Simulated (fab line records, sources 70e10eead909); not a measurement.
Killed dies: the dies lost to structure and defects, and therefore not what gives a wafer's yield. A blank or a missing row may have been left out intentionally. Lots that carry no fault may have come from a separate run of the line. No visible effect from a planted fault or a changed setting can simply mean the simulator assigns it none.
Matching of chambers	flow nand harc	NHARC_A_CHANNEL_FILL_D1_ETCHBACK_20 on rie diel-01 has 4 sister chambers
The step etches the open film in C4F8/O2/Ar, target depth 27 nm, time 13.5 s. 4 wafers are shown with their chamber, then 7 later ones without.

== WAFERS, EACH WITH ITS CHAMBER ==
wafer	chamber	rf vpp V (V)
L083.6	2	976
L082.5	1	983
L085.1	3	986
L085.2	0	973

== WAFERS WHOSE CHAMBER IS MISSING ==
wafer	rf vpp V (V)
L085.6	982
L087.1	988
L087.3	976
L087.5	974
L097.2	987
L097.4	983
L097.5	982

== WHICH CHAMBER EACH ONE RAN IN ==
wafer	from the rows above	in truth
L085.6	1	1
L087.1	3	3
L087.3	2	2
L087.5	can't be placed: 0 or 2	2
L097.2	3	3
L097.4	1	1
L097.5	1	1
6 of 7 placed correctly. Cannot be placed on the basis of these rows: 1; the candidates contain the true chamber in 1. 0 placed wrongly.
How it was worked out, from the rows above alone: a wafer's distance from a chamber is the root of the sum, over the readings, of the square of ((its reading less the chamber's mean) divided by the reading's scatter). If the next closest chamber is less than 2 further off than the closest, the wafer can't be placed; otherwise it belongs to the closest. A chamber's mean is the mean of its shown wafers. The scatter: root of mean squared gap, hidden wafer to nearest shown wafer, with one shown wafer a chamber.
